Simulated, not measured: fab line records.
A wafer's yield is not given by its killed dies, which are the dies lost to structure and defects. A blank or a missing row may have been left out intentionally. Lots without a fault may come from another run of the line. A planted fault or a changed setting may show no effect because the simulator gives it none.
fab line records	flow nand-harc
record lots=24	wafers=72	last-day=33
route steps=1302 shown A_BLC@1118 A_M0@1148 A_BONDPAD@1202
lots that met no fault: taken from a fault-free run of the same line
start-h: the number of hours between the record's first day and the start of the first shown wafer of the lot	wait-h: how many hours have passed since the lot's step before this one	" repeats the value in the row above	L1.1+2: several wafers, shown together as one row	- either no value or no given start	* or withheld: withheld	< > ~ a bound
route shown NAME@n: NAME is a module with steps in the file, n the number in the route of the first one	usual: mean/standard deviation taken from wafers without a fault	same: alike in all rows	chamber/n: place in a boat	sites: per-site readings	_std_site: their standard deviation	_edge_site: outer sites' mean less inner sites'	radius-mm: for every site, how far away it sits from the centre of the wafer	mask NAME#n: copy n	behind: the last tool/chamber to shape the wafer	hold: reason for holding the lot/hours on hold/outcome of the hold	device: which transistor (n, p or np) failed to switch	end of line: the route-end tests of the same wafers	for a step that has no rows: nothing shown but its recipe	killed: the dies lost at the first sort to structure and to defects; this is not the yield of the wafer	map: a wafer's dies, marking killed ones x, the rest . and places with no die _
set.NAME: the setting that was run; set.NAME@STEP: the one run at that earlier step	model.NAME: the simulator's own value behind a step, which no gauge read
steps of the route over a sample of lots; a table a step, a row a wafer
services: the hour from which a tool's chamber was out of use, counted from the record's first day as start-h (under 0 if before that day), plus the number of hours and why
## steps
# step NHARC_A_BLC_OVL_MEAS_11
# usual overlay-x-nm=-0.2/0.99	overlay-y-nm=0.2/0.83
lot.wafer	tool	chamber	start-h	wait-h	overlay-x-nm	overlay-y-nm
L074.1	overlay-01	-	514.49	-	0.1	-0.3
L074.2	"	-	"	"	-0.1	0.0
L074.5	"	-	"	"	0.1	-0.2
L077.2	overlay-01	-	530.58	-	0.7	-0.8
L077.3	"	-	"	"	0.6	-0.3
L077.5	"	-	"	"	0.9	-0.4
L076.3	overlay-01	-	533.70	-	-2.2	0.6
L076.4	"	-	"	"	-1.9	1.6
L076.5	"	-	"	"	-2.2	1.5
L075.2	overlay-01	-	538.58	-	-1.6	-0.2
L075.4	"	-	"	"	-2.0	-0.3
L075.5	"	-	"	"	-2.1	0.2
L078.1	overlay-02	-	553.66	-	-0.2	1.2
L078.2	"	-	"	"	0.3	0.7
L078.5	"	-	"	"	0.0	0.3
L079.1	overlay-01	-	555.13	-	0.6	-1.6
L079.3	"	-	"	"	1.0	-2.3
L079.4	"	-	"	"	1.4	-2.2
L081.1	overlay-02	-	574.91	-	-1.2	-0.2
L081.2	"	-	"	"	-1.6	-0.2
L081.3	"	-	"	"	-1.6	-0.4
L080.3	overlay-01	-	576.12	-	-1.3	0.1
L080.5	"	-	"	"	-0.6	0.7
L080.6	"	-	"	"	-1.1	0.5
L083.2	overlay-01	-	592.01	-	0.5	-0.5
L083.4	"	-	"	"	0.7	-0.9
L083.6	"	-	"	"	0.7	-0.5
L082.3	overlay-01	-	592.77	-	-1.0	-0.3
L082.4	"	-	"	"	-0.4	-0.3
L082.5	"	-	"	"	-0.8	-0.6
L084.2	overlay-01	-	615.42	-	-1.0	0.8
L084.4	"	-	"	"	-0.8	0.9
L084.6	"	-	"	"	-0.4	0.8
L085.4	overlay-01	-	618.56	-	1.5	0.8
L085.5	"	-	"	"	0.8	0.4
L085.6	"	-	"	"	1.3	0.8
L086.3	overlay-02	-	642.26	-	-1.3	0.9
L086.4	"	-	"	"	-1.7	0.7
L086.6	"	-	"	"	-1.3	0.9
L087.2	overlay-02	-	646.54	-	-0.4	0.5
L087.5	"	-	"	"	-0.1	1.3
L087.6	"	-	"	"	-0.2	1.0
L089.1	overlay-02	-	667.26	-	0.2	0.8
L089.3	"	-	"	"	0.1	0.9
L089.6	"	-	"	"	0.5	1.0
L088.1	overlay-02	-	670.94	-	-1.1	0.5
L088.4	"	-	"	"	-1.1	0.6
L088.5	"	-	"	"	-0.9	0.6
L091.2	overlay-01	-	674.45	-	-0.3	0.4
L091.3	"	-	"	"	-0.1	1.1
L091.6	"	-	"	"	0.3	0.5
L092.1	overlay-02	-	675.50	-	-0.5	-0.7
L092.3	"	-	"	"	-0.5	-0.8
L092.6	"	-	"	"	0.0	-1.0
L090.3	overlay-02	-	679.02	-	-0.9	-0.4
L090.4	"	-	"	"	-0.4	-0.6
L090.5	"	-	"	"	-0.4	-0.9
L093.3	overlay-02	-	705.63	-	0.3	0.0
L093.4	"	-	"	"	1.3	-0.1
L093.5	"	-	"	"	0.7	-0.1
L094.1	overlay-01	-	711.02	-	1.1	1.2
L094.2	"	-	"	"	0.6	1.4
L094.5	"	-	"	"	0.5	0.7
L095.2	overlay-02	-	719.74	-	-1.7	-0.8
L095.3	"	-	"	"	-1.1	0.2
L095.5	"	-	"	"	-1.6	0.0
L097.3	overlay-02	-	749.84	-	0.9	0.6
L097.4	"	-	"	"	0.0	0.3
L097.6	"	-	"	"	0.3	0.5
L096.3	overlay-02	-	751.22	-	0.5	0.2
L096.5	"	-	"	"	0.4	0.1
L096.6	"	-	"	"	0.6	-0.3
# step NHARC_A_BLC_ETCH_17
# recipe target-depth-a=3900	over-etch-frac=0.25	time-s=609.38	ion-energy-ev=200	n2-flow-sccm=150	h2-flow-sccm=150	ar-flow-sccm=0	rf-w=400	bias-w=150	chemistry=N2/H2
# usual drypump-motor-current-A=5.7/0.3	oes-product-au=1.004/0.0097	rf-fwd-power-W=399.7/1.2	rf-vpp-V=429.5/2.1	showerhead-plenum-p-Torr=2.01/0.069	throttle-valve-pct=14.172/0.0089
lot.wafer	tool	chamber	start-h	wait-h	drypump-motor-current-A	oes-product-au	rf-fwd-power-W	rf-hours-counter-h	rf-vpp-V	showerhead-plenum-p-Torr	throttle-valve-pct
L074.1	rie-diel-11	2	-	-	5.2	1.011	399.2	8	434.2	2.13	14.192
L074.2	"	0	"	"	5.5	0.998	398.5	7	431.4	2.05	14.162
L074.5	"	1	"	"	6.0	0.994	403.1	-	433.6	2.14	14.190
L077.3	rie-diel-05	2	-	-	5.8	1.001	400.1	8	426.5	1.92	14.181
L077.2	"	3	"	"	5.4	1.003	398.9	8	428.0	1.98	14.160
L077.5	"	1	"	"	6.0	1.010	399.0	-	429.3	1.98	14.172
L076.3	rie-diel-11	0	-	-	5.5	0.993	400.3	8	431.5	2.04	14.157
L076.4	"	1	"	"	6.0	0.994	400.6	-	434.1	2.14	14.176
L076.5	"	0	"	"	5.5	0.988	401.1	-	431.6	2.05	14.169
L075.2	rie-diel-05	0	-	-	5.5	1.012	401.0	9	428.8	1.99	14.186
L075.4	"	2	"	"	5.8	1.009	399.0	9	427.0	1.91	14.167
L075.5	"	1	"	"	6.0	1.021	402.2	-	427.7	1.98	14.173
L078.1	rie-diel-05	3	-	-	5.5	1.002	398.5	9	430.5	1.98	14.166
L078.2	"	2	"	"	5.8	1.009	398.4	10	427.8	1.91	14.166
L078.5	"	0	"	"	5.5	1.006	399.5	-	429.5	1.99	14.163
L079.4	rie-diel-05	0	-	-	5.5	1.006	400.0	10	429.4	1.99	14.174
L079.3	"	1	"	"	6.0	1.019	398.8	10	427.9	1.97	14.178
L079.1	"	2	"	"	5.8	1.016	398.2	10	425.8	1.91	14.169
L081.2	rie-diel-05	2	-	-	5.8	0.996	400.0	11	426.2	1.91	14.172
L081.3	"	3	"	"	5.5	1.000	400.8	11	427.8	1.98	14.182
L081.1	"	1	"	"	6.0	1.019	400.8	12	428.1	1.97	14.174
L080.3	rie-diel-05	3	-	-	5.5	1.003	401.0	11	427.7	1.98	14.165
L080.5	"	0	"	"	5.5	1.011	398.0	-	428.4	1.99	14.164
L080.6	"	1	"	"	6.0	1.016	399.2	-	428.5	1.97	14.178
L083.2	rie-diel-07	3	-	-	4.9	0.999	400.3	36	432.4	2.09	14.180
L083.4	"	0	"	"	6.3	0.997	398.6	36	427.6	1.93	14.171
L083.6	"	2	"	"	6.2	1.008	398.4	-	432.2	2.11	14.177
L082.3	rie-diel-05	0	-	-	5.5	1.021	398.4	0	429.2	1.99	14.172
L082.4	"	1	"	"	6.0	1.006	397.9	0	427.3	1.97	14.176
L082.5	"	3	"	"	5.5	1.011	398.1	-	428.4	1.98	14.160
L084.4	rie-diel-05	2	-	-	5.9	0.996	396.9	1	427.0	1.91	14.161
L084.2	"	0	"	"	5.5	1.021	398.8	1	429.3	1.99	14.170
L084.6	"	3	"	"	5.5	1.007	399.9	-	428.2	1.98	14.194
L085.4	rie-diel-05	3	-	-	5.4	1.009	401.8	2	428.2	1.98	14.166
L085.6	"	0	"	"	5.5	1.009	398.5	-	428.3	1.99	14.176
L085.5	"	1	"	"	6.0	1.005	399.2	-	428.2	1.97	14.182
L086.4	rie-diel-05	0	-	-	5.5	1.005	398.4	3	429.6	1.99	14.170
L086.3	"	1	"	"	6.0	1.002	399.0	3	429.3	1.97	14.178
L086.6	"	2	"	"	5.8	1.002	401.5	-	426.5	1.91	14.172
L087.2	rie-diel-11	3	-	-	6.0	1.008	398.3	1	433.9	2.14	14.183
L087.6	"	3	"	"	6.0	1.008	398.7	-	433.9	2.14	14.162
L087.5	"	0	"	"	5.5	1.003	399.4	-	430.5	2.04	14.175
L089.1	rie-diel-05	3	-	-	5.5	1.016	400.6	5	429.0	1.98	14.177
L089.3	"	0	"	"	5.5	1.013	400.8	5	428.4	1.99	14.178
L089.6	"	0	"	"	5.5	1.015	402.2	-	429.2	1.99	14.173
L088.1	rie-diel-05	2	-	-	5.8	0.993	399.8	5	427.1	1.91	14.164
L088.4	"	3	"	"	5.4	1.010	399.5	5	428.9	1.98	14.162
L088.5	"	0	"	"	5.5	1.005	399.4	-	429.5	1.99	14.178
L091.3	rie-diel-11	1	-	-	6.0	0.999	398.6	3	432.9	2.14	14.159
L091.2	"	3	"	"	6.0	1.002	398.9	4	433.2	2.14	14.177
L091.6	"	1	"	"	6.0	0.989	398.8	-	432.7	2.14	14.159
L092.3	rie-diel-07	0	-	-	6.3	0.986	400.9	5	426.7	1.92	14.165
L092.1	"	1	"	"	5.9	0.989	398.1	5	428.9	1.98	14.172
L092.6	"	3	"	"	4.9	0.987	399.1	-	431.6	2.08	14.179
L090.3	rie-diel-05	0	-	-	5.5	1.004	398.5	6	428.1	1.99	14.169
L090.4	"	1	"	"	6.0	0.993	401.3	6	428.5	1.97	14.182
L090.5	"	1	"	"	6.0	0.999	399.8	-	427.8	1.97	14.180
L093.4	rie-diel-07	1	-	-	5.9	0.969	399.5	11	428.6	1.98	14.183
L093.3	"	3	"	"	4.9	0.994	400.0	12	431.7	2.08	14.183
L093.5	"	1	"	"	5.9	0.971	399.9	-	429.4	1.98	14.179
L094.2	rie-diel-05	0	-	-	5.5	1.011	399.9	8	428.8	1.99	14.160
L094.1	"	1	"	"	5.9	1.007	400.0	8	428.8	1.97	14.178
L094.5	"	0	"	"	5.5	1.012	401.3	-	429.9	1.99	14.175
L095.2	rie-diel-05	0	-	-	5.5	1.013	401.1	9	429.1	1.99	14.182
L095.3	"	2	"	"	5.8	0.992	399.8	8	427.1	1.91	14.173
L095.5	"	0	"	"	5.5	1.007	401.0	-	430.3	1.99	14.162
L097.3	rie-diel-11	3	-	-	6.0	1.013	399.2	10	433.1	2.14	14.171
L097.6	"	3	"	"	6.0	1.009	398.1	-	433.6	2.14	14.173
L097.4	"	0	"	"	5.5	1.008	398.4	-	430.7	2.04	14.170
L096.3	rie-diel-05	1	-	-	6.0	1.006	399.9	10	429.3	1.97	14.167
L096.5	"	3	"	"	5.4	1.013	399.7	-	429.4	1.97	14.182
L096.6	"	0	"	"	5.5	1.008	400.1	-	428.7	1.99	14.159
# step NHARC_A_BLC_CD_MEAS_19
# usual cd-nm=99.7/2.2
lot.wafer	tool	chamber	start-h	wait-h	cd-nm
L074.1	cd-sem-02	-	516.01	-	97.3
L074.2	"	-	"	"	98.1
L074.5	"	-	"	"	98.1
L077.2	cd-sem-03	-	531.65	-	95.1
L077.3	"	-	"	"	100.5
L077.5	"	-	"	"	101.1
L076.3	cd-sem-01	-	534.92	-	97.8
L076.4	"	-	"	"	101.0
L076.5	"	-	"	"	99.8
L075.2	cd-sem-02	-	539.66	-	101.7
L075.4	"	-	"	"	99.4
L075.5	"	-	"	"	98.0
L078.1	cd-sem-02	-	554.72	-	94.0
L078.2	"	-	"	"	98.9
L078.5	"	-	"	"	97.6
L079.1	cd-sem-03	-	556.19	-	102.0
L079.3	"	-	"	"	98.9
L079.4	"	-	"	"	99.3
L081.1	cd-sem-01	-	575.97	-	99.6
L081.2	"	-	"	"	100.9
L081.3	"	-	"	"	95.0
L080.3	cd-sem-01	-	577.19	-	95.6
L080.5	"	-	"	"	101.2
L080.6	"	-	"	"	98.0
L083.2	cd-sem-03	-	593.32	-	98.3
L083.4	"	-	"	"	104.6
L083.6	"	-	"	"	96.7
L082.3	cd-sem-01	-	593.84	-	99.9
L082.4	"	-	"	"	102.7
L082.5	"	-	"	"	99.3
L084.2	cd-sem-02	-	616.49	-	98.4
L084.4	"	-	"	"	99.7
L084.6	"	-	"	"	99.6
L085.4	cd-sem-01	-	619.63	-	102.1
L085.5	"	-	"	"	101.7
L085.6	"	-	"	"	101.8
L086.3	cd-sem-02	-	643.33	-	98.4
L086.4	"	-	"	"	99.8
L086.6	"	-	"	"	98.5
L087.2	cd-sem-03	-	647.61	-	99.7
L087.5	"	-	"	"	95.3
L087.6	"	-	"	"	97.7
L089.1	cd-sem-03	-	668.33	-	99.0
L089.3	"	-	"	"	98.4
L089.6	"	-	"	"	100.6
L088.1	cd-sem-01	-	672.01	-	98.9
L088.4	"	-	"	"	98.9
L088.5	"	-	"	"	101.8
L091.2	cd-sem-01	-	675.52	-	99.2
L091.3	"	-	"	"	104.2
L091.6	"	-	"	"	100.9
L092.1	cd-sem-02	-	676.57	-	98.5
L092.3	"	-	"	"	97.5
L092.6	"	-	"	"	97.1
L090.3	cd-sem-03	-	680.08	-	103.1
L090.4	"	-	"	"	101.0
L090.5	"	-	"	"	97.2
L093.3	cd-sem-02	-	706.69	-	98.1
L093.4	"	-	"	"	99.0
L093.5	"	-	"	"	102.4
L094.1	cd-sem-02	-	712.08	-	102.7
L094.2	"	-	"	"	103.4
L094.5	"	-	"	"	102.8
L095.2	cd-sem-02	-	720.81	-	100.1
L095.3	"	-	"	"	96.0
L095.5	"	-	"	"	103.0
L097.3	cd-sem-01	-	751.43	-	98.0
L097.4	"	-	"	"	99.3
L097.6	"	-	"	"	101.1
L096.3	cd-sem-01	-	752.29	-	96.9
L096.5	"	-	"	"	100.2
L096.6	"	-	"	"	100.7
# step NHARC_A_M0_OVL_MEAS_10
# recipe pitch-nm=160
# usual overlay-x-nm=0.0/0.83	overlay-y-nm=0.0/1
lot.wafer	tool	chamber	start-h	wait-h	overlay-x-nm	overlay-y-nm
L074.1	overlay-01	-	518.99	-	0.9	2.0
L074.2	"	-	"	"	0.9	1.8
L074.5	"	-	"	"	0.7	1.6
L077.2	overlay-02	-	534.47	-	0.1	-2.2
L077.3	"	-	"	"	-0.2	-1.6
L077.5	"	-	"	"	-0.2	-2.2
L076.3	overlay-02	-	537.93	-	-0.1	-0.2
L076.4	"	-	"	"	-0.6	0.1
L076.5	"	-	"	"	-0.1	0.2
L075.2	overlay-01	-	542.52	-	-0.2	0.6
L075.4	"	-	"	"	-0.7	0.3
L075.5	"	-	"	"	-0.6	0.6
L078.1	overlay-01	-	557.69	-	0.2	1.6
L078.2	"	-	"	"	-0.3	1.5
L078.5	"	-	"	"	0.2	1.7
L079.1	overlay-02	-	559.19	-	-1.1	0.3
L079.3	"	-	"	"	-1.0	0.1
L079.4	"	-	"	"	-1.5	-0.6
L081.1	overlay-02	-	578.93	-	-0.1	-0.9
L081.2	"	-	"	"	0.5	-1.2
L081.3	"	-	"	"	0.9	-0.5
L080.3	overlay-01	-	580.48	-	-0.8	-0.4
L080.5	"	-	"	"	-1.5	0.1
L080.6	"	-	"	"	-1.4	-0.1
L083.2	overlay-01	-	596.41	-	-0.6	0.4
L083.4	"	-	"	"	-0.9	0.8
L083.6	"	-	"	"	-1.1	0.9
L082.3	overlay-01	-	596.96	-	1.4	1.6
L082.4	"	-	"	"	1.6	0.3
L082.5	"	-	"	"	1.7	1.2
L084.2	overlay-01	-	619.92	-	0.2	-0.5
L084.4	"	-	"	"	0.2	-1.0
L084.6	"	-	"	"	-0.1	-1.1
L085.4	overlay-02	-	622.59	-	0.6	1.3
L085.5	"	-	"	"	0.5	0.5
L085.6	"	-	"	"	0.5	0.7
L086.3	overlay-01	-	646.16	-	-0.5	-0.3
L086.4	"	-	"	"	-0.8	-0.3
L086.6	"	-	"	"	-0.7	0.2
L087.2	overlay-02	-	650.57	-	0.1	0.1
L087.5	"	-	"	"	0.0	0.8
L087.6	"	-	"	"	-0.7	0.8
L089.1	overlay-02	-	671.30	-	0.9	-2.0
L089.3	"	-	"	"	1.8	-1.8
L089.6	"	-	"	"	1.8	-1.6
L088.1	overlay-01	-	674.97	-	-1.1	0.0
L088.4	"	-	"	"	-1.3	-0.3
L088.5	"	-	"	"	-1.1	0.0
L091.2	overlay-01	-	678.50	-	0.1	0.6
L091.3	"	-	"	"	0.6	0.2
L091.6	"	-	"	"	0.5	0.5
L092.1	overlay-02	-	679.53	-	-1.1	-0.8
L092.3	"	-	"	"	-1.8	-0.2
L092.6	"	-	"	"	-1.0	0.5
L090.3	overlay-02	-	683.09	-	0.1	1.0
L090.4	"	-	"	"	-0.4	1.2
L090.5	"	-	"	"	0.0	0.8
L093.3	overlay-02	-	709.65	-	0.3	0.6
L093.4	"	-	"	"	0.8	0.6
L093.5	"	-	"	"	0.6	0.3
L094.1	overlay-01	-	714.92	-	1.1	0.5
L094.2	"	-	"	"	0.7	0.6
L094.5	"	-	"	"	0.2	1.1
L095.2	overlay-02	-	723.82	-	-0.9	0.6
L095.3	"	-	"	"	-1.2	0.7
L095.5	"	-	"	"	-0.3	0.4
L097.3	overlay-02	-	754.43	-	0.2	-2.7
L097.4	"	-	"	"	0.4	-1.7
L097.6	"	-	"	"	0.0	-2.0
L096.3	overlay-02	-	755.28	-	0.7	-0.4
L096.5	"	-	"	"	0.4	-0.7
L096.6	"	-	"	"	0.6	-0.6
# step NHARC_A_BONDPAD_DEP_00
# recipe target-thk-a=2500	temp-c=370	target-thk-nm=250	pressure-torr=3	flow-sccm=200	rf-w=450	material=SiCN
# usual heater-power-w=535/42	rf-fwd-power-W=448.9/1.3
lot.wafer	tool	chamber	start-h	wait-h	heater-power-w	rf-fwd-power-W
L074.2	pecvd-01	1	526.45	-	587	445.6
L074.1	"	0	"	"	606	446.9
L074.5	"	1	"	"	600	446.3
L077.3	pecvd-01	2	542.04	-	529	448.8
L077.2	"	1	"	"	538	451.4
L077.5	"	1	"	"	560	450.4
L076.3	pecvd-01	0	545.65	-	547	450.2
L076.5	"	2	"	"	443	448.3
L076.4	"	1	"	"	561	447.4
L075.2	pecvd-01	2	549.91	-	505	447.8
L075.4	"	0	"	"	586	450.3
L075.5	"	2	"	"	492	449.0
L078.1	pecvd-04	2	-	-	609	449.5
L078.2	"	1	"	"	575	449.2
L078.5	"	0	"	"	567	449.3
L079.3	pecvd-01	2	566.66	-	508	448.1
L079.1	"	0	"	"	512	447.7
L079.4	"	1	"	"	590	450.4
L081.1	pecvd-01	1	586.37	-	586	448.6
L081.2	"	2	"	"	507	450.0
L081.3	"	0	"	"	588	449.4
L080.3	pecvd-01	1	587.88	-	536	450.2
L080.6	"	0	"	"	570	449.9
L080.5	"	1	"	"	542	449.2
L083.2	pecvd-02	2	603.95	-	534	448.9
L083.6	"	0	"	"	524	449.2
L083.4	"	1	"	"	543	450.7
L082.3	pecvd-01	1	604.38	-	521	449.8
L082.5	"	1	"	"	547	450.1
L082.4	"	2	"	"	504	448.4
L084.2	pecvd-02	2	627.39	-	528	448.6
L084.4	"	0	"	"	456	450.1
L084.6	"	1	"	"	556	449.6
L085.6	pecvd-02	2	630.17	-	545	448.1
L085.4	"	0	"	"	566	448.7
L085.5	"	1	"	"	524	449.5
L086.3	pecvd-02	0	-	-	491	448.5
L086.6	"	0	"	"	526	452.3
L086.4	"	2	"	"	508	450.8
L087.2	pecvd-02	0	658.03	-	474	449.9
L087.5	"	2	"	"	537	448.3
L087.6	"	0	"	"	503	448.5
L089.3	pecvd-04	2	678.66	-	486	449.1
L089.1	"	0	"	"	558	448.5
L089.6	"	2	"	"	498	451.5
L088.1	pecvd-02	0	682.49	-	474	447.8
L088.5	"	0	"	"	494	448.3
L088.4	"	1	"	"	519	451.1
L091.2	pecvd-04	1	-	-	624	448.6
L091.3	"	2	"	"	487	447.6
L091.6	"	1	"	"	651	448.9
L092.1	pecvd-02	1	686.98	-	544	447.8
L092.3	"	0	"	"	531	448.9
L092.6	"	2	"	"	541	449.4
L090.3	pecvd-04	2	690.52	-	489	450.0
L090.5	"	0	"	"	526	449.9
L090.4	"	2	"	"	495	451.9
L093.3	pecvd-01	0	717.19	-	548	448.7
L093.5	"	2	"	"	530	451.8
L093.4	"	1	"	"	550	447.5
L094.2	pecvd-04	0	-	-	526	447.8
L094.1	"	1	"	"	561	452.3
L094.5	"	2	"	"	556	448.6
L095.2	pecvd-02	2	731.93	-	550	448.7
L095.3	"	0	"	"	505	449.6
L095.5	"	0	"	"	513	449.8
L097.3	pecvd-01	0	762.30	-	581	449.3
L097.4	"	2	"	"	515	449.9
L097.6	"	0	"	"	594	449.6
L096.3	pecvd-01	2	763.58	-	512	449.2
L096.5	"	1	"	"	563	445.2
L096.6	"	0	"	"	584	447.2
# step NHARC_A_BONDPAD_CD_MEAS_09
# recipe target-cd-nm=500	landing-energy-ev=500
# usual cd-nm=499.4/1.9
lot.wafer	tool	chamber	start-h	wait-h	cd-nm
L074.1	cd-sem-02	0	527.81	-	497.9
L074.2	"	0	"	"	496.6
L074.5	"	0	"	"	497.6
L077.2	cd-sem-01	0	543.27	-	495.8
L077.3	"	0	"	"	500.0
L077.5	"	0	"	"	500.5
L076.3	cd-sem-03	0	546.80	-	499.4
L076.4	"	0	"	"	499.3
L076.5	"	0	"	"	500.2
L075.2	cd-sem-02	0	550.92	-	499.7
L075.4	"	0	"	"	501.3
L075.5	"	0	"	"	498.4
L078.1	cd-sem-01	0	566.67	-	500.3
L078.2	"	0	"	"	504.1
L078.5	"	0	"	"	501.1
L079.1	cd-sem-03	0	567.92	-	497.7
L079.3	"	0	"	"	500.4
L079.4	"	0	"	"	501.1
L081.1	cd-sem-02	0	587.60	-	498.5
L081.2	"	0	"	"	498.2
L081.3	"	0	"	"	499.4
L080.3	cd-sem-03	0	589.10	-	497.2
L080.5	"	0	"	"	501.5
L080.6	"	0	"	"	498.9
L083.2	cd-sem-01	0	604.96	-	497.7
L083.4	"	0	"	"	498.3
L083.6	"	0	"	"	497.2
L082.3	cd-sem-02	0	605.56	-	500.2
L082.4	"	0	"	"	499.2
L082.5	"	0	"	"	499.2
L084.2	cd-sem-03	0	628.48	-	502.9
L084.4	"	0	"	"	503.6
L084.6	"	0	"	"	503.8
L085.4	cd-sem-02	0	631.26	-	502.5
L085.5	"	0	"	"	502.4
L085.6	"	0	"	"	502.0
L086.3	cd-sem-02	0	654.78	-	499.7
L086.4	"	0	"	"	503.4
L086.6	"	0	"	"	501.6
L087.2	cd-sem-03	0	659.21	-	496.8
L087.5	"	0	"	"	501.1
L087.6	"	0	"	"	499.9
L089.1	cd-sem-03	0	679.88	-	502.8
L089.3	"	0	"	"	498.9
L089.6	"	0	"	"	500.4
L088.1	cd-sem-01	0	683.66	-	500.4
L088.4	"	0	"	"	500.8
L088.5	"	0	"	"	502.0
L091.2	cd-sem-03	0	687.17	-	499.6
L091.3	"	0	"	"	498.8
L091.6	"	0	"	"	496.1
L092.1	cd-sem-03	0	688.08	-	498.4
L092.3	"	0	"	"	500.1
L092.6	"	0	"	"	496.7
L090.3	cd-sem-02	0	691.66	-	501.2
L090.4	"	0	"	"	497.9
L090.5	"	0	"	"	499.6
L093.3	cd-sem-03	0	718.24	-	496.6
L093.4	"	0	"	"	499.3
L093.5	"	0	"	"	498.2
L094.1	cd-sem-02	0	723.56	-	498.2
L094.2	"	0	"	"	499.8
L094.5	"	0	"	"	500.9
L095.2	cd-sem-02	0	733.11	-	499.8
L095.3	"	0	"	"	496.3
L095.5	"	0	"	"	500.9
L097.3	cd-sem-01	0	763.48	-	497.0
L097.4	"	0	"	"	496.3
L097.6	"	0	"	"	499.5
L096.3	cd-sem-01	0	764.77	-	497.8
L096.5	"	0	"	"	499.0
L096.6	"	0	"	"	501.5
## services
tool	chamber	start-h	hours	kind
pecvd-01	-	492.00	13.0	pm
rie-diel-11	2	505.16	5.1	repair
rie-diel-05	0	511.53	4.4	repair
rie-diel-05	3	516.60	3.3	repair
pecvd-01	2	518.88	11.2	repair
rie-diel-11	3	533.93	1.6	repair
rie-diel-11	-	541.86	0.1	repair
rie-diel-05	-	583.60	9.0	pm
pecvd-04	-	589.27	6.8	repair
pecvd-02	-	589.47	13.0	pm
rie-diel-11	-	601.62	17.9	repair
pecvd-02	-	611.45	1.0	repair
rie-diel-11	-	619.54	9.0	pm
pecvd-04	-	636.25	13.0	pm
pecvd-01	-	641.32	1.5	repair
rie-diel-07	-	651.66	9.0	pm
pecvd-02	0	662.84	4.3	repair
pecvd-01	-	668.50	6.0	repair
pecvd-02	-	684.55	1.9	repair
rie-diel-07	2	688.27	1.8	repair
pecvd-02	-	690.25	1.0	repair
rie-diel-05	-	697.62	1.1	repair
rie-diel-11	1	741.32	8.9	repair
rie-diel-05	-	760.60	9.0	pm
## key
fault none
